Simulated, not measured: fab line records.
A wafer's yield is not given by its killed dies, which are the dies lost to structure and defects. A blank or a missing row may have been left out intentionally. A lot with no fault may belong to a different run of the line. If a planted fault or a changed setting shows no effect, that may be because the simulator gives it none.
fab line records	flow nandHarc
record lots=24	wafers=72	lastDay=33
route steps=1302 shown A_CHANNEL_HOLE_D1@478 A_CHANNEL_FILL_D2@627 A_STAIRCASE@673
lots that met no fault: taken from a fault-free run of the same line
startH: the number of hours between the record's first day and the start of the first shown wafer of the lot	waitH: time in hours since the lot's previous step	" as in the row above	L1.1+2: a row that stands for several wafers	- no value, or no start was given	* or withheld: withheld	< > ~ a bound
route shown NAME@n: names a module that has steps shown in the file, with the first one's number in the route	usual: mean and standard deviation over wafers with no fault	same: alike in all rows	chamber/n: place in a boat	sites: readings site by site	_std_site: the values' standard deviation	_edge_site: inner sites' mean taken away from outer sites' mean	radiusMm: how far each site lies from the wafer's centre	mask NAME#n: copy n	behind: tool/chamber where the wafer was last shaped	hold: reason for holding the lot/hours on hold/outcome of the hold	device: the n, p or np transistor that did not switch	end of line: tests of these same wafers at the route's end	a step without rows: its recipe alone	killed: count of dies lost to structure and defects at first sort (not the wafer's yield)	map: the dies of a wafer, with x for killed, . for not killed, _ for no die there
set.NAME: setting as actually run; set.NAME@STEP: the setting as run at that earlier step	model.NAME: the simulator's own value behind a step, which no gauge read
a sample of lots followed through the steps of the route, with each step as a table and each wafer as a row
services: the hour from which a tool's chamber was out of use, counted from the record's first day as startH (under 0 if before that day), plus the number of hours and why
## steps
# step NHARC_A_CHANNEL_HOLE_D1_ETCH_26
# recipe biasV=300	sourceW=2000	pressureMtorr=30	timeS=224.1	arFlowSccm=375	c4f8FlowSccm=11.4	o2FlowSccm=113.6	tempC=-20	targetDepthA=3000	chemistry=C4F8/O2/Ar
# usual drypumpMotorCurrentA=5.83/0.18	showerheadPlenumPTorr=3.62/0.16	throttleValvePct=24.584/0.0083
lot.wafer	tool	chamber	startH	waitH	drypumpMotorCurrentA	rfHoursCounterH	showerheadPlenumPTorr	throttleValvePct
L074.2	harEtch-02	0	190.73	0.6	5.69	303	3.65	24.598
L074.5	"	1	"	"	5.98	-	3.45	24.596
L074.6	"	0	"	"	5.68	-	3.65	24.581
L075.1	harEtch-01	1	197.87	0.7	5.63	95	3.64	24.579
L075.2	"	0	"	"	6.06	95	3.56	24.583
L075.5	"	1	"	"	5.64	-	3.64	24.590
L076.1	harEtch-02	0	214.59	0.7	5.74	318	3.64	24.585
L076.4	"	0	"	"	5.70	-	3.64	24.589
L076.6	"	0	"	"	5.72	-	3.64	24.581
L077.4	harEtch-01	1	217.30	0.4	5.64	-	3.63	24.598
L077.5	"	0	"	"	6.06	-	3.55	24.573
L077.6	"	1	"	"	5.65	-	3.63	24.574
L078.1	harEtch-01	0	230.41	0.7	6.06	110	3.55	24.580
L078.2	"	1	"	"	5.63	110	3.63	24.579
L078.5	"	1	"	"	5.63	-	3.63	24.581
L079.2	harEtch-02	0	235.75	1.2	5.70	-	3.63	24.585
L079.3	"	0	"	"	5.73	-	3.63	24.592
L079.6	"	0	"	"	5.70	-	3.63	24.577
L080.1	harEtch-01	0	250.63	0.6	6.04	129	3.54	24.576
L080.4	"	0	"	"	6.04	-	3.54	24.587
L080.6	"	1	"	"	5.65	-	3.62	24.593
L082.2	harEtch-01	1	262.28	0.7	5.64	136	3.61	24.590
L082.1	"	0	"	"	6.04	136	3.54	24.582
L082.4	"	0	"	"	6.04	-	3.54	24.582
L081.1	harEtch-02	1	264.22	0.6	6.00	330	3.43	24.566
L081.3	"	1	"	"	6.00	-	3.43	24.590
L081.5	"	0	"	"	5.71	-	3.62	24.584
L083.2	harEtch-02	0	275.99	0.6	5.73	361	3.62	24.596
L083.3	"	0	"	"	5.73	-	3.62	24.582
L083.5	"	1	"	"	5.98	-	3.43	24.603
L084.3	harEtch-01	0	279.24	0.5	6.05	-	3.53	24.578
L084.6	"	0	"	"	6.04	-	3.53	24.579
L084.5	"	1	"	"	5.63	-	3.61	24.576
L087.2	harEtch-02	1	302.51	0.6	5.99	349	3.42	24.583
L087.3	"	1	"	"	5.98	-	3.42	24.578
L087.5	"	0	"	"	5.68	-	3.61	24.600
L085.2	harEtch-01	0	304.25	0.6	6.06	159	3.52	24.577
L085.3	"	1	"	"	5.62	-	3.60	24.580
L085.5	"	0	"	"	6.06	-	3.52	24.582
L086.1	harEtch-02	0	310.87	1.5	5.67	380	3.61	24.581
L086.3	"	0	"	"	5.67	-	3.61	24.586
L086.6	"	0	"	"	5.68	-	3.61	24.578
L089.2	harEtch-01	1	328.28	0.6	5.65	174	3.59	24.599
L089.4	"	0	"	"	6.05	-	3.52	24.593
L089.3	"	1	"	"	5.66	-	3.59	24.585
L088.2	harEtch-02	1	330.29	0.6	5.98	357	3.99	24.581
L088.3	"	0	"	"	5.70	-	3.60	24.594
L088.6	"	0	"	"	5.71	-	3.60	24.586
L090.4	harEtch-02	1	346.52	0.5	5.98	-	3.98	24.584
L090.3	"	0	"	"	5.70	-	3.59	24.580
L090.5	"	1	"	"	6.00	-	3.98	24.593
L091.2	harEtch-01	0	358.19	0.6	6.05	194	3.51	24.595
L091.6	"	1	"	"	5.64	-	3.58	24.581
L091.5	"	0	"	"	6.06	-	3.50	24.588
L092.1	harEtch-02	0	360.65	0.7	5.69	413	3.59	24.577
L092.4	"	0	"	"	5.70	-	3.59	24.582
L092.5	"	0	"	"	5.68	-	3.59	24.579
L093.1	harEtch-01	1	384.25	0.7	5.64	206	3.57	24.596
L093.5	"	1	"	"	5.63	-	3.57	24.581
L093.6	"	0	"	"	6.05	-	3.50	24.587
L095.3	harEtch-01	1	396.78	0.5	5.62	-	3.57	24.580
L095.4	"	0	"	"	6.05	-	3.49	24.564
L095.5	"	0	"	"	6.06	-	3.49	24.579
L094.2	harEtch-02	1	397.80	0.6	6.01	4	3.97	24.596
L094.3	"	0	"	"	5.71	-	3.99	24.577
L094.5	"	1	"	"	5.98	-	3.97	24.576
L097.2	harEtch-02	0	406.63	0.6	5.74	11	3.98	24.577
L097.4	"	0	"	"	5.71	-	3.99	24.586
L097.6	"	0	"	"	5.68	-	3.98	24.564
L096.1	harEtch-01	1	408.54	0.7	5.63	229	3.56	24.575
L096.3	"	1	"	"	5.64	-	3.56	24.596
L096.5	"	1	"	"	5.64	-	3.56	24.587
# step NHARC_A_CHANNEL_FILL_D2_ALD_25
# recipe targetThkA=600	pulseTimeS=10	aldCycles=600	tempC=300	material=SiOx
# usual heaterPowerW=451/55	precursorPulseHeightRel=1.001/0.018
lot.wafer	tool	chamber	startH	waitH	heaterPowerW	precursorPulseHeightRel
L074.2	aldHk-01	1	347.38	1.3	410	0.996
L074.5	"	3	348.62	2.5	384	0.999
L074.6	"	0	"	"	432	0.988
L075.2	aldHk-01	1	359.25	0.1	413	0.987
L075.1	"	3	360.48	1.3	385	1.041
L075.5	"	2	362.31	3.1	399	0.983
L076.4	aldHk-04	2	373.32	0.1	528	1.003
L076.1	"	1	377.04	3.8	483	0.962
L076.6	"	2	378.28	5.0	515	1.019
L078.1	aldHk-02	1	381.80	1.3	562	0.957
L078.2	"	2	"	"	407	0.996
L078.5	"	3	"	"	447	1.003
L077.4	aldHk-01	0	384.82	0.7	434	1.006
L077.6	"	3	386.66	2.5	392	1.013
L077.5	"	0	"	"	433	1.013
L079.2	aldHk-04	0	395.16	1.3	548	0.983
L079.3	"	1	"	"	483	0.974
L079.6	"	3	397.01	3.1	408	0.996
L080.1	aldHk-04	1	401.25	0.1	501	1.010
L080.4	"	2	"	"	508	1.012
L080.6	"	1	403.71	2.5	483	1.025
L082.1	aldHk-02	3	411.85	0.1	445	0.991
L082.2	"	0	"	"	390	0.961
L082.4	"	1	"	"	536	0.967
L081.1	aldHk-01	0	412.47	0.7	430	1.023
L081.3	"	1	"	"	408	0.981
L081.5	"	3	414.32	2.5	392	1.005
L084.3	aldHk-01	2	428.39	1.3	403	1.004
L084.5	"	0	429.62	2.5	426	1.018
L084.6	"	1	"	"	400	1.018
L083.2	aldHk-04	3	432.10	0.1	426	1.028
L083.3	"	0	"	"	539	0.980
L083.5	"	0	435.18	3.1	549	1.015
L087.2	aldHk-02	0	453.18	0.1	397	1.028
L087.3	"	2	454.41	1.3	418	1.013
L087.5	"	1	456.26	3.1	535	1.011
L085.2	aldHk-01	2	453.81	0.7	414	1.009
L085.3	"	3	"	"	383	1.022
L085.5	"	2	456.27	3.1	401	1.002
L086.1	aldHk-01	2	461.48	0.1	403	0.994
L086.3	"	3	"	"	396	0.969
L086.6	"	3	464.56	3.1	389	0.955
L088.3	aldHk-02	2	474.98	0.0	416	0.976
L088.2	"	1	476.80	1.9	540	1.001
L088.6	"	3	478.02	3.1	450	0.979
L089.4	aldHk-01	2	475.60	0.7	400	0.992
L089.2	"	3	"	"	383	1.022
L089.3	"	0	"	"	437	1.013
L090.3	aldHk-04	1	495.10	0.7	471	0.972
L090.4	"	3	496.33	1.9	425	1.011
L090.5	"	0	"	"	538	1.057
L092.4	aldHk-04	2	505.45	0.7	512	1.010
L092.1	"	3	"	"	436	0.982
L092.5	"	2	507.89	3.1	500	1.018
L091.2	aldHk-01	1	506.09	1.3	406	0.992
L091.5	"	3	507.34	2.5	389	0.987
L091.6	"	0	"	"	421	0.992
L093.1	aldHk-04	2	535.26	1.2	512	0.998
L093.5	"	0	536.45	2.4	542	1.018
L093.6	"	1	"	"	471	1.001
L095.3	aldHk-02	1	545.33	0.1	549	1.008
L095.4	"	2	546.58	1.3	432	1.011
L095.5	"	1	550.32	5.1	524	0.988
L094.3	aldHk-04	0	546.51	1.3	556	1.011
L094.2	"	1	"	"	460	1.019
L094.5	"	2	"	"	507	0.972
L096.1	aldHk-04	2	554.71	1.3	511	1.025
L096.3	"	3	"	"	432	0.998
L096.5	"	0	"	"	564	1.006
L097.2	aldHk-04	1	561.58	0.1	486	1.008
L097.4	"	3	562.80	1.3	429	0.992
L097.6	"	2	564.64	3.1	504	1.001
# step NHARC_A_STAIRCASE_ETCH_17
# recipe targetDepthA=1000	timeS=40.5	ionEnergyEv=400	c4f8FlowSccm=20	o2FlowSccm=10	arFlowSccm=withheld	rfW=600	biasW=1000	chemistry=C4F8/O2
# usual oesProductAu=0.944/0.01	rfVppV=895/6
lot.wafer	tool	chamber	startH	waitH	oesProductAu	rfHoursCounterH	rfVppV
L074.2	rieDiel-07	1	-	-	0.942	17	900
L074.6	"	0	"	"	0.952	-	888
L074.5	"	1	"	"	0.946	-	900
L075.2	rieDiel-10	3	-	-	0.938	38	896
L075.1	"	1	"	"	0.916	33	892
L075.5	"	2	"	"	0.934	-	904
L076.4	rieDiel-07	1	-	-	0.944	25	898
L076.1	"	2	"	"	0.950	24	889
L076.6	"	0	"	"	0.952	-	889
L078.2	rieDiel-07	2	-	-	0.932	25	890
L078.1	"	3	"	"	0.950	29	900
L078.5	"	1	"	"	0.952	-	899
L077.4	rieDiel-03	3	-	-	0.940	35	890
L077.5	"	1	"	"	0.947	-	887
L077.6	"	2	"	"	0.921	-	902
L079.3	rieDiel-03	1	-	-	0.973	36	887
L079.2	"	2	"	"	0.941	40	903
L079.6	"	1	"	"	0.971	-	886
L080.1	rieDiel-07	0	-	-	0.941	36	888
L080.4	"	1	"	"	0.953	32	898
L080.6	"	2	"	"	0.956	-	888
L081.1	rieDiel-03	2	-	-	0.918	51	902
L081.3	"	3	"	"	0.942	48	891
L081.5	"	2	"	"	0.928	-	900
L082.4	rieDiel-07	0	-	-	0.939	42	890
L082.1	"	1	"	"	0.940	39	898
L082.2	"	2	"	"	0.930	42	890
L084.3	rieDiel-03	2	-	-	0.935	54	902
L084.5	"	3	"	"	0.948	-	891
L084.6	"	0	"	"	0.960	-	892
L083.2	rieDiel-07	2	-	-	0.942	45	888
L083.3	"	3	"	"	0.951	49	900
L083.5	"	3	"	"	0.938	-	900
L085.3	rieDiel-03	1	-	-	0.944	1	904
L085.2	"	3	"	"	0.943	1	891
L085.5	"	2	"	"	0.923	-	900
L087.3	rieDiel-03	2	-	-	0.931	1	901
L087.2	"	3	"	"	0.947	1	889
L087.5	"	1	"	"	0.938	-	907
L086.1	rieDiel-10	1	-	-	0.944	20	889
L086.3	"	3	"	"	0.927	23	896
L086.6	"	1	"	"	0.940	-	891
L088.3	rieDiel-03	1	-	-	0.949	10	907
L088.2	"	0	"	"	0.938	8	892
L088.6	"	1	"	"	0.951	-	906
L089.4	rieDiel-07	3	-	-	0.956	2	899
L089.3	"	0	"	"	0.959	2	890
L089.2	"	2	"	"	0.942	2	888
L090.4	rieDiel-03	2	-	-	0.941	15	901
L090.3	"	3	"	"	0.947	12	891
L090.5	"	2	"	"	0.940	-	900
L092.1	rieDiel-07	1	-	-	0.943	11	898
L092.4	"	2	"	"	0.944	12	889
L092.5	"	2	"	"	0.951	-	889
L091.2	rieDiel-10	1	-	-	0.942	35	889
L091.5	"	0	"	"	0.950	-	896
L091.6	"	1	"	"	0.940	-	889
L093.1	rieDiel-10	0	-	-	0.954	38	894
L093.6	"	2	"	"	0.940	-	903
L093.5	"	3	"	"	0.946	-	896
L094.2	rieDiel-07	0	-	-	0.935	26	888
L094.3	"	1	"	"	0.953	24	898
L094.5	"	2	"	"	0.953	-	887
L095.3	rieDiel-07	0	-	-	0.939	27	888
L095.4	"	1	"	"	0.954	25	897
L095.5	"	0	"	"	0.937	-	888
L096.1	rieDiel-03	0	-	-	0.932	29	889
L096.3	"	3	"	"	0.955	33	890
L096.5	"	0	"	"	0.944	-	890
L097.4	rieDiel-10	1	-	-	0.946	54	890
L097.2	"	2	"	"	0.939	58	902
L097.6	"	3	"	"	0.934	-	896
# step NHARC_A_STAIRCASE_ETCH_23
# recipe targetDepthA=1000	timeS=40.5	ionEnergyEv=400	c4f8FlowSccm=20	o2FlowSccm=10	arFlowSccm=withheld	rfW=600	biasW=1000	chemistry=C4F8/O2
# usual oesProductAu=0.953/0.017	rfVppV=895/5.8
lot.wafer	tool	chamber	startH	waitH	oesProductAu	rfHoursCounterH	rfVppV
L074.2	rieDiel-03	1	362.34	-	1.017	21	888
L074.5	"	2	"	"	0.990	-	903
L074.6	"	3	"	"	1.000	-	891
L075.1	rieDiel-10	0	-	-	0.939	43	899
L075.2	"	2	"	"	0.942	43	905
L075.5	"	1	"	"	0.955	-	890
L076.1	rieDiel-10	0	-	-	0.956	46	897
L076.4	"	3	"	"	0.944	44	898
L076.6	"	0	"	"	0.960	-	897
L078.1	rieDiel-07	1	-	-	0.940	26	899
L078.2	"	3	"	"	0.941	29	900
L078.5	"	1	"	"	0.953	-	900
L077.4	rieDiel-03	2	-	-	0.910	37	902
L077.5	"	1	"	"	0.939	-	887
L077.6	"	2	"	"	0.913	-	901
L079.2	rieDiel-10	0	-	-	0.955	53	898
L079.3	"	2	"	"	0.956	60	903
L079.6	"	1	"	"	0.953	-	890
L080.1	rieDiel-03	0	-	-	0.954	42	891
L080.4	"	2	"	"	0.925	-	901
L080.6	"	3	"	"	0.947	-	891
L081.1	rieDiel-10	1	-	-	0.942	0	891
L081.3	"	3	"	"	0.952	0	897
L081.5	"	1	"	"	0.941	-	891
L082.4	rieDiel-03	0	-	-	0.962	47	890
L082.1	"	1	"	"	0.965	42	886
L082.2	"	2	"	"	0.944	51	902
L084.3	rieDiel-10	3	-	-	0.941	5	898
L084.6	"	1	"	"	0.962	-	891
L084.5	"	2	"	"	0.960	-	906
L083.3	rieDiel-07	1	-	-	0.940	44	898
L083.2	"	0	"	"	0.938	48	889
L083.5	"	1	"	"	0.941	-	900
L085.3	rieDiel-03	2	-	-	0.945	1	901
L085.2	"	0	"	"	0.946	1	891
L085.5	"	3	"	"	0.953	-	891
L087.2	rieDiel-03	0	-	-	0.948	2	892
L087.3	"	1	"	"	0.964	1	906
L087.5	"	0	"	"	0.948	-	891
L086.1	rieDiel-10	2	-	-	0.930	23	906
L086.3	"	1	"	"	0.941	21	890
L086.6	"	2	"	"	0.929	-	904
L088.3	rieDiel-07	3	-	-	0.958	2	901
L088.2	"	2	"	"	0.953	2	888
L088.6	"	0	"	"	0.944	-	888
L089.2	rieDiel-03	2	-	-	0.949	10	899
L089.3	"	3	"	"	0.956	8	889
L089.4	"	1	"	"	0.965	10	905
L090.3	rieDiel-10	3	-	-	0.967	36	896
L090.4	"	1	"	"	0.957	30	889
L090.5	"	2	"	"	0.966	-	903
L092.1	rieDiel-07	0	-	-	0.940	16	888
L092.4	"	2	"	"	0.971	14	889
L092.5	"	0	"	"	0.943	-	888
L091.2	rieDiel-10	0	-	-	0.943	27	896
L091.5	"	3	"	"	0.924	-	896
L091.6	"	0	"	"	0.950	-	895
L093.1	rieDiel-07	1	-	-	0.970	22	899
L093.5	"	0	"	"	0.975	-	887
L093.6	"	1	"	"	0.968	-	898
L094.3	rieDiel-07	1	-	-	0.963	25	896
L094.2	"	2	"	"	0.951	23	889
L094.5	"	1	"	"	0.964	-	898
L095.4	rieDiel-03	2	-	-	0.953	35	899
L095.3	"	3	"	"	0.941	32	889
L095.5	"	1	"	"	0.981	-	906
L096.1	rieDiel-07	0	-	-	0.941	29	886
L096.3	"	1	"	"	0.964	27	898
L096.5	"	3	"	"	0.986	-	901
L097.4	rieDiel-10	3	-	-	0.940	60	898
L097.2	"	2	"	"	0.942	59	904
L097.6	"	0	"	"	0.949	-	897
# step NHARC_A_STAIRCASE_ETCH_194
# recipe targetDepthA=1000	timeS=40.5	ionEnergyEv=400	c4f8FlowSccm=20	o2FlowSccm=10	arFlowSccm=withheld	rfW=600	biasW=1000	chemistry=C4F8/O2
# usual oesProductAu=0.944/0.01	rfVppV=895/5.8
lot.wafer	tool	chamber	startH	waitH	oesProductAu	rfHoursCounterH	rfVppV
L074.2	rieDiel-10	0	-	-	0.944	38	897
L074.6	"	0	"	"	0.942	-	898
L074.5	"	1	"	"	0.930	-	890
L075.1	rieDiel-07	3	-	-	0.940	27	899
L075.2	"	0	"	"	0.942	27	889
L075.5	"	0	"	"	0.932	-	891
L076.1	rieDiel-03	3	-	-	0.949	34	891
L076.4	"	1	"	"	0.974	32	887
L076.6	"	0	"	"	0.939	-	891
L078.2	rieDiel-03	2	-	-	0.914	37	902
L078.1	"	3	"	"	0.938	36	890
L078.5	"	0	"	"	0.921	-	892
L077.4	rieDiel-03	0	-	-	0.952	35	892
L077.6	"	1	"	"	0.948	-	886
L077.5	"	2	"	"	0.918	-	901
L079.3	rieDiel-10	3	-	-	0.934	51	897
L079.2	"	0	"	"	0.947	54	896
L079.6	"	2	"	"	0.951	-	905
L080.1	rieDiel-07	2	-	-	0.935	35	889
L080.4	"	3	"	"	0.942	39	901
L080.6	"	0	"	"	0.952	-	891
L081.1	rieDiel-07	2	-	-	0.929	42	890
L081.3	"	3	"	"	0.934	45	899
L081.5	"	0	"	"	0.949	-	887
L082.1	rieDiel-10	0	-	-	0.962	2	897
L082.2	"	1	"	"	0.955	2	890
L082.4	"	2	"	"	0.946	2	903
L084.3	rieDiel-10	2	-	-	0.950	5	905
L084.6	"	2	"	"	0.951	-	904
L084.5	"	3	"	"	0.947	-	896
L083.3	rieDiel-07	2	-	-	0.942	48	889
L083.2	"	3	"	"	0.933	52	899
L083.5	"	0	"	"	0.932	-	889
L085.3	rieDiel-10	3	-	-	0.945	23	896
L085.2	"	1	"	"	0.944	20	889
L085.5	"	3	"	"	0.940	-	897
L087.3	rieDiel-10	0	-	-	0.960	11	895
L087.2	"	2	"	"	0.935	22	904
L087.5	"	3	"	"	0.939	-	898
L086.1	rieDiel-07	1	-	-	0.948	0	899
L086.3	"	3	"	"	0.965	0	900
L086.6	"	1	"	"	0.949	-	898
L088.3	rieDiel-10	3	-	-	0.930	30	897
L088.2	"	1	"	"	0.929	25	889
L088.6	"	0	"	"	0.950	-	895
L089.4	rieDiel-03	2	-	-	0.928	12	900
L089.2	"	3	"	"	0.953	10	889
L089.3	"	0	"	"	0.932	10	890
L090.4	rieDiel-10	3	-	-	0.941	38	897
L090.3	"	1	"	"	0.945	31	889
L090.5	"	3	"	"	0.941	-	895
L092.1	rieDiel-10	1	-	-	0.955	37	888
L092.4	"	2	"	"	0.942	41	903
L092.5	"	1	"	"	0.946	-	889
L091.2	rieDiel-07	3	-	-	0.956	16	899
L091.6	"	0	"	"	0.935	-	888
L091.5	"	1	"	"	0.946	-	897
L093.1	rieDiel-03	3	-	-	0.939	28	889
L093.6	"	0	"	"	0.934	-	891
L093.5	"	1	"	"	0.945	-	906
L094.3	rieDiel-10	2	-	-	0.952	53	904
L094.2	"	3	"	"	0.928	55	896
L094.5	"	1	"	"	0.933	-	888
L095.3	rieDiel-07	1	-	-	0.962	26	899
L095.4	"	0	"	"	0.924	28	888
L095.5	"	2	"	"	0.948	-	888
L096.3	rieDiel-03	0	-	-	0.940	30	890
L096.1	"	3	"	"	0.944	34	889
L096.5	"	1	"	"	0.952	-	904
L097.4	rieDiel-10	1	-	-	0.938	56	889
L097.2	"	2	"	"	0.936	60	904
L097.6	"	1	"	"	0.938	-	889
# step NHARC_A_STAIRCASE_TRIM_198
# recipe timeS=211.2	o2FlowSccm=500	arFlowSccm=0	biasW=0	chemistry=O2
# usual drypumpMotorCurrentA=5.9/0.5	oesProductAu=1.001/0.0087	rfVppV=57.6/0.91	showerheadPlenumPTorr=3.49/0.16	throttleValvePct=17.036/0.0097
lot.wafer	tool	chamber	startH	waitH	drypumpMotorCurrentA	oesProductAu	rfHoursCounterH	rfVppV	showerheadPlenumPTorr	throttleValvePct
L074.2	rieDiel-07	0	-	-	5.6	0.989	22	57.7	3.35	17.036
L074.6	"	2	"	"	6.0	0.996	-	57.9	3.35	17.044
L074.5	"	3	"	"	6.3	0.998	-	58.3	3.65	17.047
L075.1	rieDiel-03	0	-	-	6.3	0.999	30	56.2	3.41	17.022
L075.2	"	2	"	"	5.2	0.983	33	57.4	3.68	17.042
L075.5	"	0	"	"	6.3	1.000	-	57.9	3.41	17.053
L076.1	rieDiel-03	2	-	-	5.2	0.989	35	58.7	3.67	17.028
L076.4	"	0	"	"	6.3	1.000	33	56.8	3.40	17.022
L076.6	"	3	"	"	5.4	1.007	-	59.3	3.38	17.044
L078.2	rieDiel-10	1	-	-	6.4	0.994	43	57.7	3.38	17.029
L078.1	"	3	"	"	4.7	0.992	47	58.6	3.56	17.027
L078.5	"	0	"	"	5.6	0.997	-	57.4	3.55	17.049
L077.4	rieDiel-03	3	-	-	5.4	0.996	37	56.7	3.38	17.046
L077.5	"	0	"	"	6.3	0.998	-	57.9	3.40	17.048
L077.6	"	1	"	"	6.2	1.015	-	57.2	3.28	17.034
L079.2	rieDiel-07	3	-	-	6.3	0.998	37	58.7	3.64	17.031
L079.3	"	0	"	"	5.6	0.994	35	57.0	3.34	17.023
L079.6	"	1	"	"	6.1	0.995	-	57.4	3.61	17.040
L080.1	rieDiel-07	3	-	-	6.3	1.000	40	57.4	3.64	17.014
L080.4	"	1	"	"	6.1	1.005	33	57.2	3.61	17.047
L080.6	"	2	"	"	5.9	0.986	-	56.4	3.34	17.031
L081.3	rieDiel-03	2	-	-	5.2	0.988	53	57.2	3.66	17.036
L081.1	"	0	"	"	6.3	1.004	48	55.4	3.40	17.026
L081.5	"	2	"	"	5.2	0.988	-	58.8	3.66	17.032
L082.2	rieDiel-10	1	-	-	6.5	0.998	2	57.2	3.37	17.049
L082.4	"	2	"	"	6.1	0.993	2	58.5	3.77	17.034
L082.1	"	3	"	"	4.7	0.997	2	58.4	3.56	17.032
L084.3	rieDiel-03	0	-	-	6.3	1.006	50	57.3	3.40	17.043
L084.6	"	0	"	"	6.3	1.008	-	57.7	3.39	17.041
L084.5	"	1	"	"	6.2	1.005	-	57.4	3.27	17.059
L083.2	rieDiel-03	2	-	-	5.2	0.983	57	59.5	3.66	17.030
L083.3	"	3	"	"	5.3	1.004	54	56.9	3.37	17.033
L083.5	"	1	"	"	6.2	1.013	-	56.8	3.27	17.050
L085.2	rieDiel-03	0	-	-	6.3	0.991	3	57.5	3.39	17.043
L085.3	"	3	"	"	5.4	1.007	3	57.8	3.36	17.016
L085.5	"	1	"	"	6.2	1.008	-	58.1	3.81	17.029
L087.3	rieDiel-10	1	-	-	6.4	1.002	20	58.6	3.36	17.046
L087.2	"	3	"	"	4.6	0.994	23	58.4	3.55	17.038
L087.5	"	0	"	"	5.6	1.012	-	56.5	3.54	17.054
L086.3	rieDiel-07	1	-	-	6.1	1.010	1	58.2	3.59	17.049
L086.1	"	2	"	"	6.0	1.004	1	57.7	3.33	17.029
L086.6	"	2	"	"	5.9	1.005	-	57.8	3.33	17.032
L088.3	rieDiel-10	0	-	-	5.5	1.025	18	58.6	3.53	17.028
L088.2	"	2	"	"	6.2	1.011	28	59.9	3.76	17.021
L088.6	"	3	"	"	4.7	1.011	-	57.3	3.54	17.033
L089.3	rieDiel-03	1	-	-	6.2	1.008	12	57.6	3.80	17.046
L089.2	"	2	"	"	5.2	1.008	13	56.9	3.65	17.034
L089.4	"	0	"	"	6.3	0.991	10	57.5	3.39	17.042
L090.4	rieDiel-07	1	-	-	6.1	1.013	10	57.9	3.59	17.023
L090.3	"	3	"	"	6.3	1.005	12	56.4	3.63	17.036
L090.5	"	1	"	"	6.1	1.008	-	59.5	3.59	17.040
L092.4	rieDiel-10	2	-	-	6.1	1.000	41	58.5	3.75	17.034
L092.1	"	0	"	"	5.6	1.006	29	57.7	3.53	17.031
L092.5	"	1	"	"	6.4	1.008	-	56.7	3.35	17.043
L091.2	rieDiel-07	2	-	-	6.0	1.006	15	57.7	3.32	17.047
L091.6	"	2	"	"	6.0	1.009	-	58.1	3.32	17.036
L091.5	"	3	"	"	6.3	1.004	-	58.0	3.62	17.041
L093.1	rieDiel-07	0	-	-	5.6	0.988	25	58.6	3.31	17.045
L093.5	"	3	"	"	6.3	1.012	-	58.4	3.62	17.027
L093.6	"	0	"	"	5.6	0.988	-	57.4	3.31	17.024
L094.3	rieDiel-10	2	-	-	6.1	0.995	53	58.2	3.74	17.030
L094.2	"	0	"	"	5.5	1.008	42	56.9	3.52	17.036
L094.5	"	3	"	"	4.6	0.984	-	57.1	3.53	17.050
L095.3	rieDiel-07	0	-	-	5.5	0.997	28	58.0	3.31	17.025
L095.4	"	1	"	"	6.1	1.018	26	56.8	3.58	17.036
L095.5	"	1	"	"	6.1	1.011	-	60.2	3.58	17.032
L096.1	rieDiel-03	0	-	-	6.3	1.000	31	56.9	3.38	17.032
L096.3	"	1	"	"	6.2	1.001	33	57.9	3.79	17.039
L096.5	"	0	"	"	6.3	0.996	-	56.5	3.38	17.039
L097.2	rieDiel-10	0	-	-	5.6	1.004	47	57.8	3.52	17.042
L097.4	"	3	"	"	4.6	0.997	61	56.6	3.53	17.020
L097.6	"	1	"	"	6.4	1.006	-	57.7	3.34	17.044
## services
tool	chamber	startH	hours	kind
rieDiel-03	1	173.72	6.8	repair
rieDiel-10	2	230.75	2.6	repair
rieDiel-10	-	244.12	9.0	pm
rieDiel-03	2	249.87	12.2	repair
aldHk-04	-	254.79	10.0	pm
rieDiel-07	1	280.52	3.4	repair
rieDiel-03	-	284.60	9.0	pm
rieDiel-07	-	294.61	9.0	pm
rieDiel-10	3	296.09	15.7	repair
rieDiel-10	1	313.94	5.3	repair
aldHk-04	-	316.66	1.7	repair
rieDiel-07	-	324.81	1.3	repair
rieDiel-07	3	342.44	7.7	repair
rieDiel-10	1	370.11	9.0	repair
rieDiel-07	-	371.58	1.8	repair
harEtch-02	-	377.00	17.0	pm
rieDiel-10	-	421.40	9.0	pm
rieDiel-10	0	456.59	16.1	repair
rieDiel-03	-	461.93	9.0	pm
rieDiel-07	-	471.69	9.0	pm
rieDiel-10	-	485.03	0.4	repair
harEtch-02	-	508.11	13.0	repair
rieDiel-07	0	571.79	18.5	repair
harEtch-01	-	576.67	8.1	repair
## key
fault none
